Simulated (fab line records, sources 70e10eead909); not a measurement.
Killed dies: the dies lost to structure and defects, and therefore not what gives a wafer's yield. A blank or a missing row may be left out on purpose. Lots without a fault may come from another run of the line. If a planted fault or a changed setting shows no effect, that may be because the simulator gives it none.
Matching of chambers || flow nand harc || NHARC_P_GATE_DESCUM_48 on rie diel-08: 4 sister chambers
The step chemistry O2, time 3 s. 4 wafers are shown with their chamber, then 8 later ones without.

WAFERS WITH THEIR CHAMBER
{"wafer": "L077.1", "chamber": 1, "drypump motor current A (A)": 5.98}
{"wafer": "L083.2", "chamber": 2, "drypump motor current A (A)": 5.82}
{"wafer": "L083.6", "chamber": 3, "drypump motor current A (A)": 5.66}
{"wafer": "L088.1", "chamber": 0, "drypump motor current A (A)": 5.67}

WAFERS WHOSE CHAMBER IS MISSING
{"wafer": "L088.3", "drypump motor current A (A)": 5.95}
{"wafer": "L088.4", "drypump motor current A (A)": 5.65}
{"wafer": "L089.1", "drypump motor current A (A)": 5.81}
{"wafer": "L089.2", "drypump motor current A (A)": 5.67}
{"wafer": "L089.3", "drypump motor current A (A)": 5.66}
{"wafer": "L094.1", "drypump motor current A (A)": 5.67}
{"wafer": "L094.4", "drypump motor current A (A)": 5.65}
{"wafer": "L094.5", "drypump motor current A (A)": 5.67}

THE CHAMBER EACH PASSED THROUGH
{"wafer": "L088.3", "from the rows above": 1, "in truth": 1}
{"wafer": "L088.4", "from the rows above": "can't be placed: 3 or 0", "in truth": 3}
{"wafer": "L089.1", "from the rows above": 2, "in truth": 2}
{"wafer": "L089.2", "from the rows above": "can't be placed: 0 or 3", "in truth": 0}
{"wafer": "L089.3", "from the rows above": "can't be placed: 3 or 0", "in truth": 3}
{"wafer": "L094.1", "from the rows above": "can't be placed: 0 or 3", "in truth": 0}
{"wafer": "L094.4", "from the rows above": "can't be placed: 3 or 0", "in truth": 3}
{"wafer": "L094.5", "from the rows above": "can't be placed: 0 or 3", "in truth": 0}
Correct placement for 2 of the 8. Can't be placed from these rows: 6 (the true chamber is among the candidates in 6). Number placed wrongly: 0.
How it was worked out, from the rows above alone: a wafer's distance from a chamber is the root of the sum, over the readings, of the square of ((its reading less the chamber's mean) divided by the reading's scatter). The wafer belongs to the nearest chamber; if the next one is less than 2 further off, it can't be placed. The mean given for a chamber averages the wafers shown for that chamber. The scatter (one wafer shown for each chamber): square how far every hidden wafer sits from the nearest shown wafer, average those squares and take the square root.
